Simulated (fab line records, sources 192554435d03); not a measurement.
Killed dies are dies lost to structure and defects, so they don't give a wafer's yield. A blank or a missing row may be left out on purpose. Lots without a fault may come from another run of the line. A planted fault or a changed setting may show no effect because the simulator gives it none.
Split-lot experiment | flow n5_finfet | 7 lots, 21 wafers read, on a route of 1938 steps

THE SPLIT
At N5_MOL_CONTACT_COAG_VIA_ETCH_46 (etches SiO2 in C4F6/O2, target depth 46 nm, overetch 9.2 nm, time 40 s), the setting bias_w was moved away from the recipe's 455 W on 6 of the 21 wafers read, by -14.7% to +14.7%. The other wafers ran this setting at the recipe's value.

The reading is taken at the split's own step.

THE READING
rf_vpp_V, in V, at N5_MOL_CONTACT_COAG_VIA_ETCH_46 (etches SiO2 in C4F6/O2, target depth 46 nm, overetch 9.2 nm, time 40 s). Fault-free wafers of this fab line usually give 1591 V, standard deviation 10 V.

wafer  | tool, chamber at the split | bias_w as run, W | against the recipe | rf_vpp_V, V | against lot-mates on the recipe
L075.2 | rie_diel-03, 2             | 455              | recipe             | 1602        | -
L075.4 | rie_diel-03, 3             | 455              | recipe             | 1577        | -
L075.5 | rie_diel-03, 3             | 455              | recipe             | 1577        | -
L077.1 | rie_diel-03, 3             | 486.4            | +6.9%              | 1656        | +59
L077.2 | rie_diel-03, 0             | 455              | recipe             | 1597        | -
L077.3 | rie_diel-03, 1             | 486.4            | +6.9%              | 1668        | +71
L080.1 | rie_diel-01, 1             | 522              | +14.7%             | 1753        | +166
L080.3 | rie_diel-01, 3             | 455              | recipe             | 1587        | -
L080.6 | rie_diel-01, 2             | 522              | +14.7%             | 1778        | +191
L083.2 | rie_diel-01, 1             | 455              | recipe             | 1583        | -
L083.4 | rie_diel-01, 2             | 455              | recipe             | 1607        | -
L083.5 | rie_diel-01, 1             | 455              | recipe             | 1583        | -
L085.3 | rie_diel-03, 1             | 455              | recipe             | 1583        | -
L085.5 | rie_diel-03, 2             | 455              | recipe             | 1599        | -
L085.6 | rie_diel-03, 1             | 455              | recipe             | 1584        | -
L090.2 | rie_diel-06, 3             | 388.2            | -14.7%             | 1421        | -178
L090.5 | rie_diel-06, 3             | 455              | recipe             | 1599        | -
L090.6 | rie_diel-06, 2             | 455              | recipe             | 1598        | -
L091.2 | rie_diel-06, 0             | 455              | recipe             | 1583        | -
L091.3 | rie_diel-06, 3             | 510.6            | +12.2%             | 1742        | +150
L091.4 | rie_diel-06, 2             | 455              | recipe             | 1600        | -

THE FIT
A straight line over all 21 wafers: rf_vpp_V changes by +11.7 V for each +1% of bias_w; r = +0.99; the points scatter about the line by 10 V.
The same after taking each lot's own level away (the mean of its wafers on the recipe; 21 wafers): +11.9 V for each +1%; r = +0.99; scatter 11 V.
On that fit, the largest move of bias_w shifts the reading by 1.8e+02 V.
The lots' own levels span 1585.3 to 1598.5 V, that is 1.3 times the standard deviation above.
So the lot-to-lot level changes the slope little: the two slopes agree.
Check: with one of the wafers moved furthest among these (+14.7%) left out of the fit, the line predicts +177 V for it against its lot-mates. It came out at +166 V against them.
Tool readings at the split's step, against how far the setting was moved: rf_vpp_V r = +0.99.

OTHER SPLITS ON THESE WAFERS
These wafers also went through other splits before the reading. Each is held against what the fit with the lots' levels taken away leaves over:
other split on the same wafers          | wafers away from the commonest value | r with rf_vpp_V (lot level and that fit taken away)
N5_GATE_CUT_ALD_22 ald_cycles           | 4                                    | -0.09
N5_MOL_CONTACT_COAG_COAT_103 spin_rpm   | 7                                    | -0.20
N5_MOL_CONTACT_COAG_ETCHBACK_135 time_s | 9                                    | -0.37

THE FILE'S OWN FIT
rf_vpp_V changes by +12 V for each +1% of bias_w, r = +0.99.
